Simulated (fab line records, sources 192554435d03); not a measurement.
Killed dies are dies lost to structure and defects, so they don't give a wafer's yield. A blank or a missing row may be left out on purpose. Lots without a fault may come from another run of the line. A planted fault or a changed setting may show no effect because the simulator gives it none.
fab line records | flow n5_finfet
record lots=4 wafers=12 last_day=18
route steps=1938 shown BEOL_M8@1392 BEOL_M9@1401 PASSIVATION@1936
lots that met no fault: from a run of the same line without faults
start_h: hours from the record's first day to the start of the lot's first wafer shown | wait_h: hours since the lot's step before | " the same as in the row above | L1.1+2: a row that stands for several wafers | - no value, or no start given | * or withheld: withheld | < > ~ a bound
route shown NAME@n: a module of which the file shows steps, and the number in the route of the first | usual: mean/standard deviation of fault-free wafers | same: alike in all rows | chamber/n: place in a boat | sites: the reading at each site | _std_site: their standard deviation | _edge_site: outer sites' mean less inner sites' | radius_mm: how far each site lies from the wafer's centre | mask NAME#n: copy n | behind: the tool/chamber that last shaped the wafer | hold: why the lot was held/for how many hours/how that ended | device: the transistor (n, p or np) that didn't switch | end of line: the same wafers' tests at the end of the route | a step without rows: its recipe alone | killed: dies lost to structure and defects at the first sort, not the wafer's yield | map: a wafer's dies, x killed, . not, _ none there
set.NAME: the setting as run; set.NAME@STEP: as run at that earlier step | model.NAME: the simulator's own value behind a step, which no gauge read
lots at some steps of the route; a table a step, a row a wafer
services: from which hour (start_h, from the record's first day; less than 0 if before it) a tool's chamber was out of use, for how many hours, and why
## steps
# step N5_BEOL_M8_SPUTTER_48
# recipe material=Cu target_thk_a=100 temp_c=-20 bias_v=60 power_w=26000 chamber_pressure_pa=0.13 time_s=1.667
# step N5_BEOL_M8_ECD_50
# recipe material=Cu target_thk_a=3000
# step N5_BEOL_M8_ANNEAL_51
# recipe temp_c=225 time_s=90 ambient=N2
# step N5_BEOL_M8_CMP_52
# recipe stop_on=SiCOH_lowk t_overpolish_s=6.9 down_force_psi=1 platen_rpm=50 clearing_platen_down_force_psi=1.5 clearing_platen_rpm=50 post_cmp_clean=cu_alkaline target_thk_nm=80 clearing_platen_pad_velocity_m_s=0.99484 pad_velocity_m_s=0.99484
# step N5_BEOL_M8_PRE_CLEAN_55
# recipe gas=NH3 time_s=15 temp_c=withheld rf_power_w=300
# step N5_BEOL_M8_DEP_56
# recipe material=SiCN target_thk_a=100 temp_c=withheld precursor=3MS/NH3 pressure_torr=3 rf_w=202 time_s=17.5
# step N5_BEOL_M9_ILD_DEP_00
# recipe material=SiCOH_lowk target_thk_a=3085.1 temp_c=300 precursor=DEMS/porogen pressure_torr=5 rf_w=500 time_s=58
# step N5_BEOL_M9_CURE_71
# recipe temp_c=385 time_s=240 ambient=He/Ar material=SiCOH_lowk
# step N5_BEOL_M9_PECVD_70
# recipe material=SiO2 target_thk_a=200 temp_c=400 precursor=TEOS/O2 pressure_torr=5.5 rf_w=450 teos_flow_sccm=53.8 gas=O2 flow_sccm=3000 time_s=22.7
# usual heater_power_w=719/54 showerhead_plenum_p_Torr=8.78/0.048 susceptor_temp_C=399.99/0.23 throttle_valve_pct=22.9/0.99
# columns lot.wafer tool chamber start_h wait_h heater_power_w showerhead_plenum_p_Torr susceptor_temp_C throttle_valve_pct model.SiO2_of_BEOL_M9_PECVD_70.thk_nm
L165.1 pecvd-02 1 242.23 0.0 697 8.77 400.12 22.1 19.8
L165.2 " 2 " " 764 8.77 400.00 21.2 19.6
L165.4 " 2 " " 752 8.77 399.83 21.2 20
L178.1 pecvd-02 1 307.77 0.0 689 8.78 396.10 22.1 20.6
L178.3 " 2 " " 775 8.78 400.08 21.1 19.6
L178.4 " 1 " " 676 8.79 396.15 21.9 20.6
L176.2 pecvd-02 0 314.49 0.0 707 8.73 399.80 23.1 19.6
L176.4 " 1 " " 627 8.78 396.28 22.1 20.8
L176.5 " 2 " " 662 8.79 399.96 21.5 20.4
L185.3 pecvd-01 2 369.67 0.0 741 8.67 400.09 22.7 20.2
L185.4 " 1 " " 749 8.85 400.38 22.9 20.8
L185.6 " 2 " " 755 8.68 400.18 22.6 20.4
# step N5_BEOL_M9_HM_DEP_02
# recipe material=TiN target_thk_a=200 temp_c=25 chamber_pressure_pa=0.49996
# step N5_BEOL_M9_COAT_59
# recipe resist=SOC temp_c=250 time_s=60 spin_rpm=1500 resist_thk_nm=100
# step N5_BEOL_M9_COAT_60
# recipe resist=SiARC temp_c=220 time_s=60 spin_rpm=1500 resist_thk_nm=30
# step N5_BEOL_M9_COAT_05
# recipe resist=CAR-ArF spin_rpm=1500 resist_thk_nm=90
# step N5_BEOL_M9_EBR_07
# recipe solvent=PGMEA ebr_width_mm=1.5
# step N5_BEOL_M9_SOFTBAKE_06
# recipe temp_c=110 time_s=60 resist=CAR-ArF
# step N5_BEOL_M9_EXPOSE_08
# recipe mask_id=M9 na=1.35 source_shape=dipole sigma_inner=0.411 sigma_outer=0.611 polarization=te dose_mj=53.75
# step N5_BEOL_M9_PEB_09
# recipe peb_temp_c=withheld peb_time_s=60 resist=CAR-ArF
# step N5_BEOL_M9_DEVELOP_10
# recipe develop_time_s=30 developer=TMAH resist=CAR-ArF rinse_liquid=diw dry=air_spin dev_temp_c=23
# step N5_BEOL_M9_DESCUM_16
# recipe chemistry=O2 time_s=7.9 source_power_w=50 bias_power_w=20 pressure_mtorr=20 rf_frequency_hz=2.712e+07 temp_c=40 resist=CAR-ArF o2_flow_sccm=225
# step N5_BEOL_M9_ETCH_61
# recipe chemistry=CF4 target=SiARC target_depth_a=390 mask_material=CAR-ArF time_s=65 ion_energy_ev=80 pressure_mtorr=40 source_w=545 bias_w=36 Ar_flow_sccm=100 cf4_flow_sccm=100 ends=cleared
# step N5_BEOL_M9_ETCH_62
# recipe chemistry=N2/H2 target=SOC target_depth_a=1100 overetch_a=220 mask_material=SiARC temp_c=40 time_s=165 ion_energy_ev=200 pressure_mtorr=30 source_w=840 bias_w=150 n2_flow_sccm=200 h2_flow_sccm=200
# step N5_BEOL_M9_STRIP_68
# recipe chemistry=N2/H2 temp_c=40 n2_flow_sccm=200 h2_flow_sccm=200 rf_frequency_hz=6e+07
# step N5_BEOL_M9_STRIP_67
# recipe chemistry=CF4 resist=SiARC power_w=300 bias_power_w=75 pressure_mtorr=50 cf4_flow_sccm=150 rf_frequency_hz=6e+07
# step N5_BEOL_M9_HM_OPEN_17
# recipe chemistry=Cl2/BCl3 target_depth_a=200 overetch_a=60 target=TiN mask_material=SOC ion_energy_ev=150 pressure_mtorr=10 icp_w=1000 bias_w=126 Cl2_flow_sccm=53.25 bcl3_flow_sccm=21.75 Ar_flow_sccm=25
# step N5_BEOL_M9_STRIP_19
# recipe chemistry=O2 power_w=400 temp_c=40 pressure_mtorr=30 rf_frequency_hz=6e+07 bias_power_w=0 overash_fraction=0.2 o2_flow_sccm=225
# step N5_BEOL_M9_COAT_63
# recipe resist=SOC temp_c=250 time_s=60 spin_rpm=1500 resist_thk_nm=60
# step N5_BEOL_M9_COAT_64
# recipe resist=SiARC temp_c=220 time_s=60 spin_rpm=1500 resist_thk_nm=12
# step N5_BEOL_M9_COAT_75
# recipe resist=underlayer temp_c=205 time_s=60 spin_rpm=1500 resist_thk_nm=5
# step N5_BEOL_M9_COAT_22
# recipe resist=CAR-EUV spin_rpm=1500 resist_thk_nm=30
# step N5_BEOL_M9_EBR_24
# recipe solvent=PGMEA ebr_width_mm=1.5
# step N5_BEOL_M9_SOFTBAKE_23
# recipe temp_c=110 time_s=60 resist=CAR-EUV
# step N5_BEOL_M9_EXPOSE_25
# recipe mask_id=V8 na=0.33 source_shape=annular sigma_inner=0.4 sigma_outer=0.8 polarization=unpolarized dose_mj=37.25
# step N5_BEOL_M9_PEB_26
# recipe peb_temp_c=100 peb_time_s=60 resist=CAR-EUV
# step N5_BEOL_M9_DEVELOP_27
# recipe develop_time_s=30 developer=TMAH resist=CAR-EUV rinse_liquid=surfactant_rinse dry=air_spin dev_temp_c=23
# step N5_BEOL_M9_HM_STRIP_39
# recipe chemistry=peroxide_tin_strip material=TiN target_depth_a=250 temp_c=50 time_s=158
# columns lot.wafer tool chamber start_h wait_h model.SiO2_of_BEOL_M9_PECVD_70.thk_nm
L165.1+4 wet_bench-02 4,2 247.51 0.0 19.8
L165.2 " 6 " " 19.4
L178.1 wet_bench-04 2 311.17 0.0 20.4
L178.3 " 5 " " 19.6
L178.4 " 4 " " 20.6
L176.2 wet_bench-02 1 318.82 0.0 19.6
L176.4 " 5 " " 20.6
L176.5 " 4 " " 20.2
L185.3 wet_bench-04 1 378.54 0.0 20
L185.4 " 7 " " 20.6
L185.6 " 5 " " 20.2
# step N5_PASSIVATION_PROBE_49
# usual defect_limited_yield=91.6/1.4 killed_at_M0_to_M3=33/10 killed_at_M4_up=13/5.3 killed_at_contacts=13/5.9 killed_at_front_end=36/12 killed_at_other=4/3.1 killed_dies=99/16 killed_open=65/13 killed_short=32/7.3 sort_bin_5_function=4.9/0.9 sort_bin_6_memory=3.1/0.66 sort_bin_8_speed=0.0/0.42 sort_n_pass=1081/17 sort_yield_pct=91.6/1.4
# same gross_dies=1180 killed_at_back_side=0 sort_bin_4_leakage[%]=0
# columns lot.wafer tool chamber start_h wait_h defect_limited_yield[%] killed_at_M0_to_M3 killed_at_M4_up killed_at_contacts killed_at_front_end killed_at_other killed_dies killed_open killed_short sort_bin_5_function[%] sort_bin_6_memory[%] sort_bin_8_speed[%] sort_n_pass sort_yield_pct[%]
L178.4 prober-02 - 366.07 0.2 88.7 36 18 26 51 2 133 92 22 6.4 3.8 0 1047 88.7
L185.3 prober-02 - 439.35 0.1 91.9 29 7 11 47 2 96 62 34 5.1 2.6 0 1084 91.9
L185.4 prober-02 - 439.40 0.2 86.4 44 11 16 87 2 160 109 45 8.1 4.9 0 1020 86.4
L185.6 prober-02 - 439.50 0.3 90.5 43 7 10 49 3 112 74 37 5.8 3.6 0 1068 90.5
# killed by level:class
L178.4 MOL_CONTACT_COAG:geometric_particle:open=22 BEOL_M3:geometric_particle:open=22 HKMG_FIN:area_etch=13 FIN_SAQP:geometric_particle:open=8 BEOL_M4:geometric_particle:open=7 FIN_SAQP:geometric_particle:short=5 STI_FIN_REVEAL:geometric_particle:open=5 BEOL_M2:geometric_particle:open=4
L185.3 STI_FIN_REVEAL:geometric_particle:open=24 BEOL_M0_SAQP:geometric_particle:short=13 MOL_CONTACT_COAG:geometric_particle:open=11 FIN_SAQP:geometric_particle:short=7 FIN_SAQP:geometric_particle:open=4 STI_FIN_REVEAL:geometric_particle:short=4 BEOL_M0_SAQP:geometric_particle:open=4 BEOL_M0:geometric_particle:open=4
L185.4 STI_FIN_REVEAL:geometric_particle:open=35 FIN_SAQP:geometric_particle:short=11 MOL_CONTACT_COAG:geometric_particle:open=11 FIN_SAQP:geometric_particle:open=10 BEOL_M0_SAQP:geometric_particle:short=9 BEOL_M3:geometric_particle:open=8 BEOL_M0_SAQP:geometric_particle:open=8 BEOL_M5:geometric_particle:open=5
L185.6 STI_FIN_REVEAL:geometric_particle:open=17 BEOL_M0_SAQP:geometric_particle:short=13 FIN_SAQP:geometric_particle:open=12 BEOL_M0_SAQP:geometric_particle:open=12 FIN_SAQP:geometric_particle:short=10 MOL_CONTACT_COAG:geometric_particle:open=9 BEOL_M3:geometric_particle:open=7 BEOL_M1:geometric_particle:open=4
## services
# columns tool chamber start_h hours kind
pecvd-02 1 233.21 2.1 scheduled_down
pecvd-01 2 236.42 - clean
pecvd-01 2 236.42 - consumable_replace:showerhead
pecvd-01 2 236.42 29.0 scheduled_down
pecvd-01 2 236.42 29.0 vent_cycle
pecvd-02 0 273.00 5.5 scheduled_down
pecvd-02 - 337.78 0.8 pm
pecvd-02 1 356.54 5.0 scheduled_down
pecvd-01 1 357.31 2.1 scheduled_down
pecvd-01 - 366.19 2.0 repair
## key
first_sign step=N5_BEOL_M9_PECVD_70 reading=susceptor_temp_C direction=down sigmas=17 usual=* struck=*
effect none on later readings
model_effect step=N5_BEOL_M9_PECVD_70 value=SiO2_of_BEOL_M9_PECVD_70.thk_nm without=20.13 struck=20.67
model_effect step=N5_BEOL_M9_HM_STRIP_39 value=SiO2_of_BEOL_M9_PECVD_70.thk_nm without=20 struck=20.53
met_at N5_BEOL_M9_PECVD_70
struck_wafers L176.4,L178.1,L178.4
baseline_loss step=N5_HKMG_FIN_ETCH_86 wafers=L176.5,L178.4
onset_between 242.23 307.77
fault kind=process_parameter_drift tool=pecvd-02 chamber=1 onset_h=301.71 steps=N5_BEOL_M9_PECVD_70 channel=temp_c offset=* shape=step end_h=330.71 acts_in=* stated=*
# baseline_loss: these wafers lose ten dies or more at that step, a loss of the line's own and not of a fault; the sort's usual values leave them out
